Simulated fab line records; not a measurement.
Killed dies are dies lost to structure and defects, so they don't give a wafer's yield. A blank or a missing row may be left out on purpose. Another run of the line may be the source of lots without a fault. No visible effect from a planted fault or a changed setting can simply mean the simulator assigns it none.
Struck lot and sound lot, side by side	flow n5-finfet	37 steps out of a route of 1938
Sound: wafers L848.1, L848.2, L848.3. Struck: wafers L842.2, L842.3, L842.5. The cause is given at the end.
Order at every step that has rows: each side's tool, ch and its chambers, its first start. Under that, the readings that differ: sound wafers	struck wafers	difference of the means	sigmas: that difference in standard deviations of wafers without a fault.
alike: same words and numbers on both sides, and readings whose means sit less than 2 such deviations apart. not compared: any withheld reading, any reading some wafer has no value for, any bound like >300 that may hide the same value, and any number with overlapping values for which the record gives no deviation.
Wherever a step has rows on one side only, a row that says differs or no value, or a row with sigmas, the two part there. Non-overlapping numbers with no deviation appear without sigmas and do not part them. A reading missing from all wafers of one side parts the sides only when that side holds two or more wafers.

first, 9 steps without rows for these wafers: N5_BEOL_M4_ANNEAL_95 (time 240 s); N5_BEOL_M4_SPUTTER_96 (material Cu, target thk 4.5 nm, time 8.29 s); N5_BEOL_M4_ECD_50 (material Cu, target thk 300 nm); N5_BEOL_M4_ANNEAL_51 (time 90 s); N5_BEOL_M4_CMP_52 (polishes, stops on SiOC, t overpolish 6.8 s, target thk 40 nm); N5_BEOL_M4_PRE_CLEAN_60 (time 15 s); N5_BEOL_M4_CO_CAP_55 (material Co, precursor CCTBA/H2, target thk 2 nm, time 102.1 s); N5_BEOL_M4_PRE_CLEAN_56 (time 15 s); N5_BEOL_M4_DEP_57 (deposits SiCN from 3MS/NH3, target thk 8 nm, time 14 s).
N5_BEOL_M4_RC_MEAS_101:
  sound on prober-02 ch 0, day 16 07:24; struck on prober-01 ch 0, day 14 13:50
reading	sound	struck	difference	sigmas
DIBL_N (mV/V)	38.7 39.2 39.6	35.2 35.0 37.0	-3.4	-3
SS_P (mV/dec)	73.9 74.5 74.1	72.7 72.3 73.8	-1.2	-2
  alike: DIBL_P, IOFF_N, IOFF_P, ION_N, ION_P, SS_N, VT_N, VT_P
then, 24 steps without rows for these wafers: N5_BEOL_M5_ILD_DEP_00 (deposits SiCOH lowk from DEMS/porogen, target thk 140.64 nm, time 25.9 s); N5_BEOL_M5_CURE_79 (cures SiCOH lowk, time 240 s); N5_BEOL_M5_PECVD_70 (deposits SiO2 from TEOS/O2, target thk 16 nm, time 18 s); N5_BEOL_M5_HM_DEP_02 (deposits TiN, target thk 20 nm); N5_BEOL_M5_COAT_59 (time 60 s, resist thk 60 nm); N5_BEOL_M5_COAT_60 (time 60 s, resist thk 12 nm); N5_BEOL_M5_COAT_71 (time 60 s, resist thk 5 nm); N5_BEOL_M5_COAT_05 (resist thk 30 nm); N5_BEOL_M5_EBR_07; N5_BEOL_M5_SOFTBAKE_06 (time 60 s); N5_BEOL_M5_EXPOSE_08 (exposes mask M5, target cd 28 nm); N5_BEOL_M5_PEB_09 (peb time 60 s); N5_BEOL_M5_DEVELOP_10 (develop time 30 s); N5_BEOL_M5_DESCUM_16 (chemistry O2, time 7 s); N5_BEOL_M5_ETCH_72 (etches underlayer in N2/H2, target depth 6.5 nm, time 5.2 s); N5_BEOL_M5_ETCH_61 (etches SiARC in CF4, target depth 15.6 nm, time 26 s); N5_BEOL_M5_ETCH_62 (etches SOC in N2/H2, target depth 75 nm, overetch 15 nm, time 112.5 s); N5_BEOL_M5_STRIP_63 (strips in N2/H2); N5_BEOL_M5_STRIP_73 (strips in N2/H2); N5_BEOL_M5_STRIP_64 (strips in CF4); N5_BEOL_M5_HM_OPEN_17 (chemistry Cl2/BCl3, target TiN, target depth 20 nm, overetch 6 nm); N5_BEOL_M5_STRIP_19 (strips in O2); N5_BEOL_M5_COAT_65 (time 60 s, resist thk 60 nm); N5_BEOL_M5_COAT_66 (time 60 s, resist thk 12 nm).
-- here the record skips 3 days between the struck wafers' starts before and after, leaving off in module BEOL_M5 and picking up in module BEOL_M13 (first step shown: number 1705 of the route) --
N5_BEOL_M13_SPUTTER_43: material TaN, target thk 15 nm, time 24.19 s.
  sound on pvd-sputter-01 at day 19 11:10; struck on pvd-sputter-01 at day 17 22:41
  no value came back on the struck wafers for bias-v (V), cathode-dc-power-W (W), throttle-valve-pct (%); on the sound wafers bias-v (V) reads 170.6 168.1 166.4
N5_BEOL_M13_CMP_49: polishes, stops on SiOC, t overpolish 17.1 s, target thk 420 nm.
  sound on cmp-04 ch 0,1,2, day 19 12:04; struck on cmp-02 ch 0,1,2, day 18 01:32
reading	sound	struck	difference	sigmas
barrier-field-endpoint-s (s)	30.5 30.4 30.2	11.9 11.9 11.9	-18.5	-29
model.Cu_of_BEOL_M13_ECD_47.thk-nm (nm)	422 416.6 409.6	440 428.4 437.2	+19	
  alike: motor-current-A, slurry-flow-ml-min
N5_PASSIVATION_PROBE_49:
  rows exist in the record for the struck wafers here (prober-02, day 19 07:53), but not for the sound ones

== WHERE THEY PART ==
First at N5_BEOL_M4_RC_MEAS_101; last, within this record, at N5_PASSIVATION_PROBE_49.

WHY: whatever the simulator had introduced
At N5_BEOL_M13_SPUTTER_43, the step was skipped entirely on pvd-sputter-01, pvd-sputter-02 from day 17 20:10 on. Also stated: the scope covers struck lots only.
